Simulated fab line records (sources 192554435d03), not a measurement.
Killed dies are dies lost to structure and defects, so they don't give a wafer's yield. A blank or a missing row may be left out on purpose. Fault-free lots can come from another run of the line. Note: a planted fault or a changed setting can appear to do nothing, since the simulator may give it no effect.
Matching of chambers || flow n5_finfet || rie_diel-06 running N5_FIN_CUT_STRIP_24: 4 sister chambers
The step strips in CF4. 4 wafers are shown with their chamber, then 9 later ones without.

## EACH WAFER AND ITS CHAMBER
{"wafer": "L086.1", "chamber": 3, "drypump_motor_current_A (A)": 5.07}
{"wafer": "L086.5", "chamber": 2, "drypump_motor_current_A (A)": 5.95}
{"wafer": "L091.3", "chamber": 0, "drypump_motor_current_A (A)": 5.47}
{"wafer": "L091.5", "chamber": 1, "drypump_motor_current_A (A)": 5.99}

## WAFERS MISSING THEIR CHAMBER
{"wafer": "L095.2", "drypump_motor_current_A (A)": 5.07}
{"wafer": "L095.5", "drypump_motor_current_A (A)": 5.07}
{"wafer": "L095.6", "drypump_motor_current_A (A)": 5.98}
{"wafer": "L096.1", "drypump_motor_current_A (A)": 5.08}
{"wafer": "L096.2", "drypump_motor_current_A (A)": 5.99}
{"wafer": "L096.3", "drypump_motor_current_A (A)": 5.46}
{"wafer": "L097.2", "drypump_motor_current_A (A)": 5.91}
{"wafer": "L097.4", "drypump_motor_current_A (A)": 5.47}
{"wafer": "L097.6", "drypump_motor_current_A (A)": 5.05}

## EACH ONE'S CHAMBER
{"wafer": "L095.2", "from the rows above": 3, "in truth": 3}
{"wafer": "L095.5", "from the rows above": 3, "in truth": 3}
{"wafer": "L095.6", "from the rows above": "can't be placed: 1 or 2", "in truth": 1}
{"wafer": "L096.1", "from the rows above": 3, "in truth": 3}
{"wafer": "L096.2", "from the rows above": 1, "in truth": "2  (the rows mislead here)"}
{"wafer": "L096.3", "from the rows above": 0, "in truth": 0}
{"wafer": "L097.2", "from the rows above": 2, "in truth": 2}
{"wafer": "L097.4", "from the rows above": 0, "in truth": 0}
{"wafer": "L097.6", "from the rows above": 3, "in truth": 3}
Correctly placed: 7 of 9. These rows do not allow placing 1 (true chamber among the candidates in 1). Placed wrongly: 1.
How it was worked out, from the rows above alone: a wafer's distance from a chamber is the root of the sum, over the readings, of the square of ((its reading less the chamber's mean) divided by the reading's scatter). If the next closest chamber is less than 2 further off than the closest, the wafer can't be placed; otherwise it belongs to the closest. A chamber's mean is the mean of its shown wafers. The scatter (one wafer shown for each chamber): square how far every hidden wafer sits from the nearest shown wafer, average those squares and take the square root.
